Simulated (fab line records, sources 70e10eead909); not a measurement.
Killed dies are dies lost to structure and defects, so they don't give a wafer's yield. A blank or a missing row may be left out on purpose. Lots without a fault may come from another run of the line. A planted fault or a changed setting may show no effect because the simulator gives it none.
Which tool did it? | flow nand_harc | 12 lots, 36 wafers sampled, at 4 steps of a route of 1159

WHAT THE GAUGES READ, wafer by wafer
NHARC_END_SORT_01.
lot  | measured     | on        | defect_limited_yield (%) | killed_at_array | killed_at_other | killed_at_periphery | killed_dies | killed_open | killed_short | sort_bin_2_pct (%) | sort_bin_3_pct (%) | sort_bin_4_pct (%) | sort_n_pass | sort_rim_yield_pct (%) | sort_yield_pct (%)
L685 | day 23 02:41 | prober-01 | 94.7 93.5 94.1           | 23 26 29        | 0 0 0           | 13 18 11            | 36 44 40    | 3 0 1       | 1 3 2        | 1.9 2.5 1.5        | 0.30 0 0           | 3.1 4.0 4.4        | 641 633 637 | 99.1 100.0 98.1        | 94.7 93.5 94.1
L686 | day 22 19:25 | prober-02 | 93.4 93.1 93.5           | 28 26 27        | 2 2 2           | 15 19 15            | 45 47 44    | 2 1 2       | 3 2 0        | 2.4 2.2 1.3        | 0.74 0.44 0.15     | 3.5 4.3 5.0        | 632 630 633 | 99.1 94.3 96.2         | 93.4 93.1 93.5
L684 | day 22 13:10 | prober-02 | 93.6 93.6 92.5           | 33 27 35        | 0 0 0           | 10 16 16            | 43 43 51    | 5 4 4       | 5 3 0        | 2.4 1.5 2.8        | 0.15 0.74 0.44     | 3.8 4.1 4.3        | 634 634 626 | 98.1 94.3 92.5         | 93.6 93.6 92.5

WHICH TOOL RAN EACH LOT (tool, then ch and the chambers of the sampled wafers, then the start)
lot  | NHARC_P_M1_PRE_CLEAN_30      | NHARC_A_M0_PRE_CLEAN_31         | NHARC_THIN_TSV_PRE_CLEAN_50
L675 | pvd_sputter-01, day 6 11:38  | pecvd-02 ch 0,1,2, day 17 20:48 | pvd_sputter-03, no start
L674 | pvd_sputter-01, day 6 12:19  | pecvd-04 ch 0,1, day 18 23:53   | pvd_sputter-01, no start
L673 | pvd_sputter-01, day 6 12:52  | pecvd-01 ch 1,2, day 18 00:07   | pvd_sputter-01, no start
L676 | pvd_sputter-01, day 6 22:06  | pecvd-02 ch 1,2, day 17 21:24   | pvd_sputter-02, no start
L677 | pvd_sputter-02, day 6 22:29  | pecvd-01 ch 1,2, day 17 23:11   | pvd_sputter-02, no start
L679 | pvd_sputter-02, day 7 12:48  | pecvd-02 ch 0,1, day 18 23:59   | pvd_sputter-03, no start
L682 | pvd_sputter-01, day 8 08:53  | pecvd-01 ch 0,1,2, day 19 20:48 | pvd_sputter-01, no start
L685 | pvd_sputter-01, day 9 05:28  | pecvd-02 ch 0,1,2, day 21 10:21 | pvd_sputter-03, day 23 02:41 or earlier
L686 | pvd_sputter-01, day 9 05:50  | pecvd-01 ch 0,1,2, day 21 00:06 | pvd_sputter-03, day 22 19:25 or earlier
L684 | pvd_sputter-01, day 9 08:33  | pecvd-01 ch 0,1,2, day 20 22:57 | pvd_sputter-01, day 22 13:10 or earlier
L690 | pvd_sputter-02, day 10 08:20 | pecvd-04 ch 0,2, day 21 11:37   | pvd_sputter-02, no start
L692 | pvd_sputter-02, day 10 17:56 | pecvd-02 ch 0,1, day 22 04:53   | pvd_sputter-03, no start
- NHARC_P_M1_PRE_CLEAN_30: time 30 s.
- NHARC_A_M0_PRE_CLEAN_31: time 12 s.
- NHARC_THIN_TSV_PRE_CLEAN_50: time 30 s.

WHAT THE TOOLS THEMSELVES READ (means of the sampled wafers that have a number; where no wafer has one, the mark that the record gives instead)
NHARC_P_M1_PRE_CLEAN_30.
lot  | tool           | heater_power_w (W)
L675 | pvd_sputter-01 | 372
L674 | pvd_sputter-01 | 358
L673 | pvd_sputter-01 | 363
L676 | pvd_sputter-01 | 361
L677 | pvd_sputter-02 | 406
L679 | pvd_sputter-02 | 396
L682 | pvd_sputter-01 | 387
L685 | pvd_sputter-01 | 360
L686 | pvd_sputter-01 | 387
L684 | pvd_sputter-01 | 364
L690 | pvd_sputter-02 | 410
L692 | pvd_sputter-02 | 389

NHARC_A_M0_PRE_CLEAN_31.
lot  | tool     | heater_power_outer_w (W) | heater_power_w (W)
L675 | pecvd-02 | 388                      | 635
L674 | pecvd-04 | 378                      | 668
L673 | pecvd-01 | 326                      | 535
L676 | pecvd-02 | 335                      | 557
L677 | pecvd-01 | 304                      | 506
L679 | pecvd-02 | 418                      | 663
L682 | pecvd-01 | 339                      | 586
L685 | pecvd-02 | 367                      | 617
L686 | pecvd-01 | 338                      | 592
L684 | pecvd-01 | 304                      | 546
L690 | pecvd-04 | 388                      | 651
L692 | pecvd-02 | 395                      | 627

NHARC_THIN_TSV_PRE_CLEAN_50.
lot  | tool           | heater_power_w (W)
L675 | pvd_sputter-03 | 421
L674 | pvd_sputter-01 | 358
L673 | pvd_sputter-01 | 352
L676 | pvd_sputter-02 | 389
L677 | pvd_sputter-02 | 390
L679 | pvd_sputter-03 | 400
L682 | pvd_sputter-01 | 368
L685 | pvd_sputter-03 | 397
L686 | pvd_sputter-03 | 397
L684 | pvd_sputter-01 | 369
L690 | pvd_sputter-02 | 393
L692 | pvd_sputter-03 | 372

THE ANSWER, worked out from the rows above alone
Rule: what is usual is taken from the lots themselves. Put in order of their means at a reading, lots are off if they are a third of the lots or fewer, leave a main group of 4 or more, and stand apart from it by a gap of 3 or more times the standard deviation of the main group's means; of several such gaps the widest counts. A main group whose means are all the same, to the digits that the tables above print for the reading, isn't used. A lot without any number at a reading at which 4 lots or more have one is off too. The other lots that the step has rows for count as sound. The gauges are gone through in route order, then the tools' own readings, and for those a lot's mean is taken as printed above. The first step at which some lot is off is used, and at that step the reading that is off furthest; a lot without a number counts as furthest.
No lot is off at any reading shown: from this, nothing can be told.

WHAT THE SIMULATOR HAD PUT IN
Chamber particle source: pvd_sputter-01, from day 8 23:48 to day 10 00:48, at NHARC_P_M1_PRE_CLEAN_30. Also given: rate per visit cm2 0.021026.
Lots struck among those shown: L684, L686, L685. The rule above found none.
